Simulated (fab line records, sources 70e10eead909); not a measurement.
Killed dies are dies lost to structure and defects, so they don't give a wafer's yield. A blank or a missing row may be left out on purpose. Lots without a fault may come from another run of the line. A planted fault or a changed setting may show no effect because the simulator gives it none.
A struck lot beside a sound one | flow nand_harc | 38 steps out of a route of 1302
Sound: wafers L107.2, L107.3, L107.4. Struck: wafers L112.2, L112.3, L112.6. The cause comes at the end.
At each step with rows: each side's tool, then ch and its chambers, then its first start. Under that, the readings that differ: sound wafers | struck wafers | difference of the means | sigmas: that difference in standard deviations of wafers without a fault.
alike: readings whose means differ by less than 2 such deviations, and words and numbers that are the same on both sides. not compared: withheld readings, readings that some wafer has no value for, bounds like >300 that may hide the same value, and numbers for which the record gives no deviation and whose values overlap.
The two part at a step that has a row with sigmas, a row that says differs or no value, or rows on one side only. Numbers that don't overlap but have no deviation are shown without sigmas and don't part them. A reading that every wafer of one side lacks parts them only if that side has two wafers or more.

NHARC_A_ZERO_WELL_CD_MEAS_10: target cd 2000 nm.
  sound on cd_sem-02 ch 0, day 11 10:02; struck on cd_sem-01 ch 0, day 13 10:33
  reading    | sound                | struck               | difference | sigmas
  cd_nm (nm) | 1997.9 1997.4 1998.4 | 2002.6 2002.9 2002.3 | +4.7       | +4
then, 1 step without rows for these wafers: NHARC_A_ZERO_WELL_HARDBAKE_11 (time 65 s).
NHARC_A_ZERO_WELL_DESCUM_12: chemistry O2, time 3 s.
  sound on rie_diel-06 ch 0,2,3, day 11 10:11; struck on rie_diel-06 ch 0,2,3, day 13 10:42
  alike: drypump_motor_current_A, o2_flow_sccm, oes_product_au, rf_vpp_V, showerhead_plenum_p_Torr, throttle_valve_pct
  not compared: rf_hours_counter_h
NHARC_A_ZERO_WELL_ETCH_19: etches the open film in N2/H2, target depth 80 nm, overetch 24 nm, time 87.88 s.
  sound on rie_diel-06 ch 0,1,2, day 11 10:16; struck on rie_diel-06 ch 1,3, day 13 10:47
  alike: drypump_motor_current_A, oes_product_au, rf_vpp_V, showerhead_plenum_p_Torr, throttle_valve_pct
  not compared: rf_hours_counter_h
NHARC_A_ZERO_WELL_ETCH_13: etches the open film in HBr/Cl2, target depth 120 nm, time 40.1 s.
  sound on rie_si-01 ch 1,2,3, day 11 10:23; struck on rie_si-05 ch 1,3, day 13 10:55
  alike: drypump_motor_current_A, oes_product_au, throttle_valve_pct
  not compared: rf_hours_counter_h
then, 4 steps without rows for these wafers: NHARC_A_ZERO_WELL_STRIP_14 (strips in SPM, time 900 s); NHARC_A_ZERO_WELL_IMPLANT_15; NHARC_A_ZERO_WELL_PRECLEAN_22 (cleans in SC1, time 60 s); NHARC_A_ZERO_WELL_SRD_23.
NHARC_A_ZERO_WELL_RTA_16: time 10 s.
  sound on rtp_anneal-01 ch 0, day 11 11:19; struck on rtp_anneal-02 ch 0, day 13 11:50
  reading             | sound          | struck         | difference | sigmas
  lamp_power_pct (%)  | 30.1 30.1 30.1 | 29.2 29.2 29.2 | -0.9       | -2
  lamp_zone_5_pct (%) | 30.2 30.1 30.1 | 29.2 29.2 29.1 | -1.0       | -2
  alike: wafer_temp_C_max
NHARC_A_ZERO_WELL_INSPECT_17:
  sound on defect_inspect-02, day 11 11:29; struck on defect_inspect-02, day 13 12:00
  alike: raw_defect_count
NHARC_A_SOURCE_PLATE_PRECLEAN_00: cleans in HF-LAST, time 60 s.
  sound on wet_bench-07 ch 1,3,4, day 11 11:33; struck on wet_bench-07 ch 0,5,6, day 13 12:03
then, 2 steps without rows for these wafers: NHARC_A_SOURCE_PLATE_SRD_01; NHARC_A_SOURCE_PLATE_OXIDE_02 (material SiO2, target thk 10 nm, ox time 1362 s).
NHARC_A_SOURCE_PLATE_THK_MEAS_09: measures by ellipsometry.
  sound on film_metro-02, day 11 18:43; struck on film_metro-02, day 13 22:14
  alike: thk_nm
then, 3 steps without rows for these wafers: NHARC_A_SOURCE_PLATE_PVD_04 (deposits WSi2, target thk 50 nm); NHARC_A_SOURCE_PLATE_CVD_03 (deposits poly-Si, target thk 200 nm, time 4000 s); NHARC_A_SOURCE_PLATE_ANNEAL_05 (time 1800 s).
NHARC_A_SOURCE_PLATE_THK_MEAS_06: measures by ellipsometry.
  sound on film_metro-01, day 12 08:38; struck on film_metro-02, day 14 10:47
  alike: thk_nm
NHARC_A_SOURCE_PLATE_INSPECT_08:
  sound on defect_inspect-01, day 12 08:43; struck on defect_inspect-01, day 14 11:02
  reading          | sound    | struck      | difference | sigmas
  raw_defect_count | 45 66 61 | 416 450 426 | +373       | +14
  not compared: hold
NHARC_A_ONON_D1_THK_MEAS_02: measures by ellipsometry.
  sound on film_metro-01, day 12 09:17; struck on film_metro-01, day 14 18:49
  alike: thk_nm
then, 1 step without rows for these wafers: NHARC_A_ONON_D1_DEP_03 (target thk 1000 nm).
NHARC_A_ONON_D1_THK_MEAS_05: measures by ellipsometry.
  sound on film_metro-01, day 12 09:51; struck on film_metro-02, day 14 19:40
  reading     | sound          | struck      | difference | sigmas
  thk_nm (nm) | 1030 1028 1031 | 985 984 988 | -44        | -4
then, 1 step without rows for these wafers: NHARC_A_ONON_D1_DEP_06 (target thk 1000 nm).
NHARC_A_ONON_D1_THK_MEAS_08: measures by ellipsometry.
  sound on film_metro-01, day 12 10:25; struck on film_metro-02, day 14 20:14
  alike: thk_nm
then, 1 step without rows for these wafers: NHARC_A_ONON_D1_DEP_09 (target thk 1000 nm).
NHARC_A_ONON_D1_THK_MEAS_11: measures by ellipsometry.
  sound on film_metro-01, day 12 10:59; struck on film_metro-01, day 14 20:49
  alike: thk_nm
then, 1 step without rows for these wafers: NHARC_A_ONON_D1_DEP_12 (target thk 1000 nm).
NHARC_A_ONON_D1_THK_MEAS_14: measures by ellipsometry.
  sound on film_metro-02, day 12 11:33; struck on film_metro-01, day 14 21:23
  alike: thk_nm
then, 2 steps without rows for these wafers: NHARC_A_ONON_D1_ANNEAL_15 (time 3600 s); NHARC_A_ONON_D1_DEP_16 (target thk 1000 nm).
NHARC_A_ONON_D1_THK_MEAS_18: measures by ellipsometry.
  sound on film_metro-01, day 12 21:55; struck on film_metro-02, day 15 01:47
  alike: thk_nm
then, 1 step without rows for these wafers: NHARC_A_ONON_D1_DEP_19 (target thk 1000 nm).
NHARC_A_ONON_D1_THK_MEAS_21: measures by ellipsometry.
  sound on film_metro-01, day 12 22:28; struck on film_metro-02, day 15 02:22
  reading     | sound       | struck         | difference | sigmas
  thk_nm (nm) | 982 982 979 | 1006 1005 1005 | +24        | +3
then, 1 step without rows for these wafers: NHARC_A_ONON_D1_DEP_22 (target thk 1000 nm).
NHARC_A_ONON_D1_THK_MEAS_24: measures by ellipsometry.
  sound on film_metro-01, day 12 23:02; struck on film_metro-01, day 15 02:56
  alike: thk_nm
then, 2 steps without rows for these wafers: NHARC_A_ONON_D1_DEP_25 (target thk 1000 nm); NHARC_END_SORT_01.

WHERE THEY PART
First at NHARC_A_ZERO_WELL_CD_MEAS_10; last, within this record, at NHARC_A_ONON_D1_THK_MEAS_21. Later steps at which nothing parts them and some readings are alike: NHARC_A_ONON_D1_THK_MEAS_24.

WHY: what the simulator had put in
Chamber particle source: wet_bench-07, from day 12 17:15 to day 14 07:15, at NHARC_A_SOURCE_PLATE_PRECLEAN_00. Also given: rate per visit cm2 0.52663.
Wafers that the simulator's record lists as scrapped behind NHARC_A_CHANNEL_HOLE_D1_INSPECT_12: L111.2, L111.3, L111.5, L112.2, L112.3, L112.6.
